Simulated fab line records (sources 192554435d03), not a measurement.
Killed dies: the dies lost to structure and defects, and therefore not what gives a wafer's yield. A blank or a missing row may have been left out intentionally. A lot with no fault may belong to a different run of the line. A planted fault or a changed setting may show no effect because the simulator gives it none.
Split-lot study | flow n5_finfet | route with 1938 steps; 7 lots, 21 wafers read

== ABOUT THE SPLIT ==
At N5_BEOL_M11_PECVD_70 (deposits SiO2 from TEOS/O2, target thk 20 nm, time 22.7 s), the setting temp_c was moved away from the recipe's 400 C on 8 of the 21 wafers read, by -3.1% to +4.0%. All remaining wafers had this setting at the recipe value.

The split's own step is where the reading is taken.

== THE READING ==
SiO2_of_BEOL_M11_PECVD_70.thk_nm (the simulator's own value, which no gauge read), in nm, at N5_BEOL_M11_PECVD_70 (deposits SiO2 from TEOS/O2, target thk 20 nm, time 22.7 s). The file gives no usual value for it. Here, 13 wafers ran the recipe; their average is 20.2 nm with a standard deviation of 0.24 nm.

wafer  | tool, chamber at the split | temp_c as run, C | against the recipe | SiO2_of_BEOL_M11_PECVD_70.thk_nm, nm | against lot-mates on the recipe
L077.3 | pecvd-01, 2                | 400              | recipe             | 20                                   | -
L077.4 | pecvd-01, 0                | 405.5            | +1.4%              | 19.6                                 | -0.4
L077.5 | pecvd-01, 2                | 405.5            | +1.4%              | 19.4                                 | -0.6
L078.2 | pecvd-03, 0                | 400              | recipe             | 20                                   | -
L078.5 | pecvd-03, 0                | 387.5            | -3.1%              | 22                                   | +2.0
L078.6 | pecvd-03, 2                | 387.5            | -3.1%              | 21.8                                 | +1.8
L082.1 | pecvd-01, 1,0              | 400              | recipe             | 20.4                                 | -
L082.2 | pecvd-01, 1,0              | 400              | recipe             | 20.4                                 | -
L082.5 | pecvd-01, 0                | 400              | recipe             | 20.2                                 | -
L090.1 | pecvd-01, 1                | 400              | recipe             | 19.8                                 | -
L090.3 | pecvd-01, 0                | 400              | recipe             | 20.4                                 | -
L090.6 | pecvd-01, 2                | 392.4            | -1.9%              | 21.4                                 | +1.3
L091.1 | pecvd-01, 1                | 400              | recipe             | 20                                   | -
L091.3 | pecvd-01, 0                | 400              | recipe             | 20.2                                 | -
L091.4 | pecvd-01, 1                | 416.1            | +4.0%              | 18.2                                 | -1.9
L095.1 | pecvd-03, 1                | 400              | recipe             | 19.8                                 | -
L095.3 | pecvd-03, 2                | 415.3            | +3.8%              | 18                                   | -1.8
L095.5 | pecvd-03, 2                | 415.3            | +3.8%              | 18                                   | -1.8
L097.1 | pecvd-03, 2                | 400              | recipe             | 20.4                                 | -
L097.2 | pecvd-03, 0                | 400              | recipe             | 20.2                                 | -
L097.4 | pecvd-03, 2                | 400              | recipe             | 20.6                                 | -
When a row names more than one chamber, that row covers several wafers, and the file does not tell which wafer ran in which chamber.

FIT RESULTS
A straight line over all 21 wafers: SiO2_of_BEOL_M11_PECVD_70.thk_nm changes by -0.549 nm for each +1% of temp_c; r = -0.98; the points scatter about the line by 0.22 nm.
The same after taking each lot's own level away (the mean of its wafers on the recipe; 21 wafers): -0.521 nm for each +1%; r = -0.98; scatter 0.18 nm.
That fit puts the effect of the largest move of temp_c on the reading at 2.1 nm.
The span of the lots' own levels, 19.80 to 20.40 nm, comes to 2.5 times the standard deviation stated above.
The two slopes are in agreement: the lot-to-lot level therefore moves the slope only a little.
Check: -2.04 nm against its lot-mates is what the line predicts for one of the wafers moved furthest among these (+4.0%) when that wafer is left out of the fit. Against them it came out at -1.9 nm.

== THE OTHER SPLITS THESE WAFERS WENT THROUGH ==
Before the reading, these wafers also passed through other splits. Each is held against what the fit with the lots' levels taken away leaves over:
other split on the same wafers | wafers away from the commonest value | r with SiO2_of_BEOL_M11_PECVD_70.thk_nm (lot level and that fit taken away)
N5_BEOL_M9_EXPOSE_08 dose_mj   | 4                                    | -0.24
N5_BEOL_M10_PEB_26 peb_time_s  | 6                                    | +0.24
N5_BEOL_M10_VIA_ETCH_34 time_s | 8                                    | +0.06

== THE FILE'S OWN FIT ==
SiO2_of_BEOL_M11_PECVD_70.thk_nm changes by -0.513 nm for each +1% of temp_c, r = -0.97.
